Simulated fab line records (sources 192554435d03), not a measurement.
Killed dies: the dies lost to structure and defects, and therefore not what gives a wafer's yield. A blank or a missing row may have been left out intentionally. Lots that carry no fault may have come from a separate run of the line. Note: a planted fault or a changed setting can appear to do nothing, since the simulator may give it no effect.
fab line records | flow n5-finfet
record lots=4 wafers=12 last-day=17
route steps=1938 shown BEOL_M5@1177 BEOL_M6@1194 PASSIVATION@1936
lots that met no fault: from a run of the same line without faults
start-h: hours from the record's opening day to when the first of the lot's shown wafers began | wait-h: how many hours have passed since the lot's step before this one | " repeats the value in the row above | L1.1+2: a row that stands for several wafers | - no value, or no start given | * or withheld: withheld | < > ~ a bound
route shown NAME@n: a module of which the file shows steps, and the number in the route of the first | usual: average and standard deviation across the fault-free wafers | same: alike in all rows | chamber/n: place in a boat | sites: per-site readings | _std_site: the values' standard deviation | _edge_site: the outer-site mean with the inner-site mean subtracted | radius-mm: how far each site lies from the wafer's centre | mask NAME#n: copy n | behind: tool/chamber where the wafer was last shaped | hold: why the lot was held/for how many hours/how that ended | device: which transistor (n, p or np) failed to switch | end of line: the route-end tests of the same wafers | a step given without rows: its recipe and nothing more | killed: the dies lost at the first sort to structure and to defects; this is not the yield of the wafer | map: a wafer's dies, x killed, . not, _ none there
set.NAME: the setting the step ran with; set.NAME@STEP: the setting that earlier step ran with | model.NAME: the simulator's own value behind a step, which no gauge read
a table for each step, a row for each wafer; lots at some steps of the route
services: the hour from which a tool's chamber was out of use, counted from the record's first day as start-h (under 0 if before that day), plus the number of hours and why
## steps
# step N5_BEOL_M5_SPUTTER_81
# recipe material=Cu target-thk-a=150 temp-c=-20 chamber-pressure-pa=0.07 power-w=withheld time-s=27.62
# step N5_BEOL_M5_ANNEAL_82
# recipe temp-c=400 time-s=1800 ambient=vacuum
# step N5_BEOL_M5_SPUTTER_83
# recipe material=Cu target-thk-a=150 temp-c=-20 chamber-pressure-pa=0.07 power-w=withheld time-s=27.62
# step N5_BEOL_M5_ANNEAL_84
# recipe temp-c=400 time-s=1800 ambient=vacuum
# step N5_BEOL_M5_SPUTTER_88
# recipe material=Cu target-thk-a=150 temp-c=-20 chamber-pressure-pa=0.07 power-w=withheld time-s=27.62
# step N5_BEOL_M5_ANNEAL_89
# recipe temp-c=400 time-s=1800 ambient=vacuum
# step N5_BEOL_M5_SPUTTER_90
# recipe material=Cu target-thk-a=45 temp-c=-20 chamber-pressure-pa=0.07 power-w=withheld time-s=8.29
# step N5_BEOL_M5_ECD_50
# recipe material=Cu target-thk-a=3000
# step N5_BEOL_M5_ANNEAL_51
# recipe temp-c=225 time-s=90 ambient=N2
# step N5_BEOL_M5_CMP_52
# recipe stop-on=SiCOH_lowk t-overpolish-s=6.9 down-force-psi=1 platen-rpm=50 clearing-platen-down-force-psi=1.5 clearing-platen-rpm=50 post-cmp-clean=cu-alkaline target-thk-nm=62 clearing-platen-pad-velocity-m-s=0.99484 pad-velocity-m-s=0.99484
# step N5_BEOL_M5_PRE_CLEAN_77
# recipe gas=NH3/H2 time-s=15 temp-c=* rf-power-w=300
# step N5_BEOL_M5_CO_CAP_78
# recipe material=Co target-thk-a=20 temp-c=200 precursor=CCTBA/H2 pressure-torr=30 time-s=102.1
# usual heater-power-w=231/27
# columns lot.wafer tool chamber start-h wait-h heater-power-w
L538.1 cvd-co-02 0 220.09 0.0 212
L538.5 " 0 " " 216
L538.6 " 1 " " 276
L548.1 cvd-co-02 0 275.03 0.0 214
L548.2 " 1 " " 280
L548.3 " 2 " " 192
L549.4 cvd-co-02 1 289.26 0.0 276
L549.5 " 0 " " 222
L549.6 " 2 " " 189
L554.1 cvd-co-01 2 325.60 0.0 251
L554.3 " 1 " " 238
L554.6 " 2 " " 246
# step N5_BEOL_M5_PRE_CLEAN_55
# recipe gas=NH3 time-s=15 temp-c=withheld rf-power-w=300
# step N5_BEOL_M5_DEP_56
# recipe material=SiCN target-thk-a=80 temp-c=withheld precursor=3MS/NH3 pressure-torr=3 rf-w=202 time-s=14
# step N5_BEOL_M5_INSPECT_58
# recipe inspect-instrument=darkfield mode=post-dep
# usual raw-defect-count=78/27
# columns lot.wafer tool chamber start-h wait-h raw-defect-count
L538.1 defect-inspect-01 - 220.30 0.0 78
L538.5 " - " " 44
L538.6 " - " " 37
L548.1 defect-inspect-02 - 275.25 0.0 633
L548.2 " - " " 558
L548.3 " - " " 588
L549.4 defect-inspect-01 - 289.43 0.0 592
L549.5 " - " " 591
L549.6 " - " " 555
L554.1 defect-inspect-01 - 325.80 0.0 106
L554.3 " - " " 70
L554.6 " - " " 71
# step N5_BEOL_M6_ILD_DEP_00
# recipe material=SiCOH_lowk target-thk-a=1797.5 temp-c=300 precursor=DEMS/porogen pressure-torr=5 rf-w=500 time-s=33.4
# step N5_BEOL_M6_CURE_74
# recipe temp-c=385 time-s=240 ambient=He/Ar material=SiCOH_lowk
# step N5_BEOL_M6_PECVD_70
# recipe material=SiO2 target-thk-a=200 temp-c=400 precursor=TEOS/O2 pressure-torr=5.5 rf-w=450 teos-flow-sccm=53.8 gas=O2 flow-sccm=3000 time-s=22.7
# step N5_BEOL_M6_HM_DEP_02
# recipe material=TiN target-thk-a=200 temp-c=25 chamber-pressure-pa=0.49996
# step N5_BEOL_M6_COAT_59
# recipe resist=SOC temp-c=250 time-s=60 spin-rpm=1500 resist-thk-nm=100
# step N5_BEOL_M6_COAT_60
# recipe resist=SiARC temp-c=220 time-s=60 spin-rpm=1500 resist-thk-nm=35
# step N5_BEOL_M6_COAT_05
# recipe resist=CAR-ArF spin-rpm=1500 resist-thk-nm=90
# step N5_BEOL_M6_EBR_07
# recipe solvent=PGMEA ebr-width-mm=1.5
# step N5_BEOL_M6_SOFTBAKE_06
# recipe temp-c=110 time-s=60 resist=CAR-ArF
# step N5_BEOL_M6_EXPOSE_08
# recipe mask-id=M6 na=1.35 source-shape=dipole sigma-inner=0.817 sigma-outer=0.97 polarization=te dose-mj=68.25
# step N5_BEOL_M6_PEB_09
# recipe peb-temp-c=withheld peb-time-s=60 resist=CAR-ArF
# step N5_BEOL_M6_DEVELOP_10
# recipe develop-time-s=30 developer=TMAH resist=CAR-ArF rinse-liquid=diw dry=air-spin dev-temp-c=23
# step N5_BEOL_M6_INSPECT_13
# recipe mode=adi inspect-instrument=brightfield
# usual raw-defect-count=413/87
# columns lot.wafer tool chamber start-h wait-h raw-defect-count
L538.1 defect-inspect-01 - 223.42 0.0 364
L538.5 " - " " 415
L538.6 " - " " 445
L548.1 defect-inspect-02 - 277.71 0.0 938
L548.2 " - " " 792
L548.3 " - " " 783
L549.4 defect-inspect-01 - 293.13 0.0 1044
L549.5 " - " " 969
L549.6 " - " " 915
L554.1 defect-inspect-01 - 327.90 0.0 528
L554.3 " - " " 406
L554.6 " - " " 320
# step N5_BEOL_M6_DESCUM_16
# recipe chemistry=O2 time-s=7.9 source-power-w=50 bias-power-w=20 pressure-mtorr=20 rf-frequency-hz=2.712e+07 temp-c=40 resist=CAR-ArF o2-flow-sccm=225
# step N5_PASSIVATION_PROBE_49
# usual defect-limited-yield=91.3/1.5 killed_at_M0_to_M3=31/11 killed_at_M4_up=14/5.1 killed-at-contacts=12/5.6 killed-at-front-end=42/12 killed-at-other=3.8/2.9 killed-dies=103/18 killed-open=67/14 killed-short=33/8 sort_bin_5_function=5.1/1 sort_bin_6_memory=3.2/0.75 sort-n-pass=1077/18 sort-yield-pct=91.3/1.5
# same gross-dies=1180 killed-at-back-side=0 sort_bin_4_leakage[%]=0 sort_bin_8_speed[%]=0
# columns lot.wafer tool chamber start-h wait-h defect-limited-yield[%] killed_at_M0_to_M3 killed_at_M4_up killed-at-contacts killed-at-front-end killed-at-other killed-dies killed-open killed-short sort_bin_5_function[%] sort_bin_6_memory[%] sort-n-pass sort-yield-pct[%]
L548.1 prober-01 - 368.34 0.0 80.2 32 149 9 34 10 234 57 37 14.2 3.1 946 80.2
L548.2 prober-01 - 368.39 0.1 80.7 31 131 17 36 13 228 72 41 11.7 4.5 952 80.7
L548.3 prober-01 - 368.44 0.1 84.4 32 95 11 46 0 184 75 26 9.7 3.7 996 84.4
L549.4 prober-02 - 384.37 0.2 82.4 22 138 6 35 7 208 53 30 9.9 5.4 972 82.4
L549.5 prober-02 - 384.42 0.2 80.3 39 132 9 49 3 232 61 37 12.2 4.6 948 80.3
L549.6 prober-02 - 384.47 0.3 83.1 51 99 9 36 4 199 71 40 10.1 4.5 981 83.1
# killed by level:class
L548.1 BEOL_M5:unspecified=140 STI_FIN_REVEAL:geometric-particle:open=8 BEOL_M0_SAQP:geometric-particle:short=8 FIN_SAQP:geometric-particle:short=7 BEOL_M0_SAQP:geometric-particle:open=6 BEOL_M2:geometric-particle:open=6 MOL_CONTACT_COAG:geometric-particle:open=5 BEOL_M1:geometric-particle:open=5
L548.2 BEOL_M5:unspecified=115 BEOL_M1:geometric-particle:open=11 MOL_CONTACT_COAG:geometric-particle:open=10 STI_FIN_REVEAL:geometric-particle:open=9 BEOL_M4:geometric-particle:open=9 MOL_CONTACT_COAG:geometric-particle:short=7 BEOL_M0_SAQP:geometric-particle:short=7 BEOL_M2:geometric-particle:open=6
L548.3 BEOL_M5:unspecified=83 STI_FIN_REVEAL:geometric-particle:open=26 BEOL_M1:geometric-particle:open=13 MOL_CONTACT_COAG:geometric-particle:open=11 STI_FIN_REVEAL:geometric-particle:short=8 BEOL_M0_SAQP:geometric-particle:short=6 BEOL_M4:geometric-particle:open=5 FIN_SAQP:geometric-particle:open=3
L549.4 BEOL_M5:unspecified=122 BEOL_M0_SAQP:geometric-particle:short=10 STI_FIN_REVEAL:geometric-particle:open=7 GATE_CUT:geometric-particle:short=7 BEOL_M5:geometric-particle:open=7 BEOL_M0_SAQP:geometric-particle:open=6 FIN_SAQP:geometric-particle:open=5 MOL_CONTACT_COAG:geometric-particle:open=5
L549.5 BEOL_M5:unspecified=122 HKMG_FIN:area-etch=10 FIN_SAQP:geometric-particle:short=8 STI_FIN_REVEAL:geometric-particle:open=8 BEOL_M0_SAQP:geometric-particle:short=8 MOL_CONTACT_COAG:geometric-particle:open=7 BEOL_M1:geometric-particle:open=6 BEOL_M3:geometric-particle:open=6
L549.6 BEOL_M5:unspecified=83 BEOL_M0_SAQP:geometric-particle:short=16 BEOL_M0_SAQP:geometric-particle:open=12 BEOL_M1:geometric-particle:open=8 STI_FIN_REVEAL:geometric-particle:open=8 MOL_CONTACT_COAG:geometric-particle:open=7 DUMMY_GATE:geometric-particle:open=5 FIN_SAQP:geometric-particle:open=4
# map L548.1 (x killed, . not)
_________________.x..........________________
______________.x...x.....x......_____________
___________....................x...__________
__________......x........x...x..x..._________
________...x.................x........_______
_______.x......................x....x..______
______...............................x.._____
_____......x.x.......................xx..____
____.x............................x.......___
___............x....................x.....x__
___x.......x.......x.....x........x........__
__xx........................x........x......_
__................x.................x......._
_..x...........x..x.x.................x.....x
_.......x...........x........................
_...........x...................x...........x
_..x..x.xxxx.xx................x....x..xx....
_......xxxxxxxx......................x.......
_..x.xxxxxxxx.xxx.....x...............x......
_...xxxxxxxxxxxxx.x.x..x.....................
_..xxxxxxxxxxxxxxx.xx..................x.....
__..xxxxxxxxxxxxxxx.................x......x_
__x..xxxxxxxxxxxxxx........................._
___x.x.xxxxxxxxxxx.......x.......x.........__
___..xxxxxxxxxxxxx.x...........xx.....xx.x.__
____.xxxxxxxxxxxxx.x.....................x___
_____.xxxx.xxxxxxx..x...x.........x.....x____
______x.x..xxx.x....x..................._____
_______.x.x.....xxx...............xx...______
________.................x..x........._______
__________.....................x...._________
___________...x........x...........__________
______________..x..............._____________
_________________.....x...xx.________________
# map L549.5 (x killed, . not)
_________________............________________
______________x...x.x......xx..._____________
___________.......x.......x..x.....__________
__________...x.x..x..x.............x_________
________...x................x.......x._______
_______.....x...x......x.x..........xx.______
______......x..x...x..................x._____
_____.x.......x........x.x.....xx..x....x____
____.........x.........xx.................___
___......x...x......x.........x.....x.....x__
___..x.................xx..........x.......__
__x.............................x......x...x_
__......x...x..........x..................x._
_......x...................xx......x.........
_............................x....x....x.....
_.............................x............x.
_.......xx...xx.x.....xx.............x.x.....
_....xx..xxxx.x..x...........x...............
_....xxxxxxxxxx.x.xx.........................
_...xx.xxxxxxxxxx.x........x......x...x......
_..xx..xxxxxxxxxxx.x...................x.....
__...x.xxxxxxxxxxxx......x.....xx.x........._
__....xxxxxxxxxxxxx.xx...x.........xx......._
___.x.xxxxxxxxxxxx.............x.........x.__
___..xxxxxxxxxxx.x....x.........x..........__
____...xxxxxxxxx.......x......x...........___
_____.x.xxx.xx..x...x....................____
______.xx.x.xx.......x.................._____
_______.xx.xx...x......................______
________..xx.....x...................._______
__________xx.........x.............._________
___________.....x..................__________
______________....x......xx....._____________
_________________x.....x.....________________
## services
# columns tool chamber start-h hours kind
cvd-co-02 - 224.41 0.3 repair
cvd-co-01 2 285.19 1.8 repair
cvd-co-01 0 301.66 3.4 repair
cvd-co-01 - 320.41 3.2 repair
## key
first-sign step=N5_BEOL_M5_INSPECT_58 reading=raw-defect-count direction=up sigmas=19 usual=78 struck=586
effect step=N5_BEOL_M6_INSPECT_13 reading=raw-defect-count direction=up sigmas=5.7 usual=413 struck=907
effect step=N5_PASSIVATION_PROBE_49 reading=killed_at_M4_up direction=up sigmas=21 usual=14 struck=124
more-kills-born-at N5_BEOL_M5_CO_CAP_78@cvd-co-02=665
met-at N5_BEOL_M5_CO_CAP_78
struck-wafers L548.1,L548.2,L548.3,L549.4,L549.5,L549.6
baseline-loss step=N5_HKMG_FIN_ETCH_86 wafers=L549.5
onset-between 220.09 275.03
fault kind=chamber-particle-source tool=cvd-co-02 chamber=- onset-h=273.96 steps=N5_BEOL_M5_CO_CAP_78 rate-per-visit-cm2=0.81546 end-h=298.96
# baseline-loss: these wafers lose ten dies or more at that step, a loss of the line's own and not of a fault; the sort's usual values leave them out
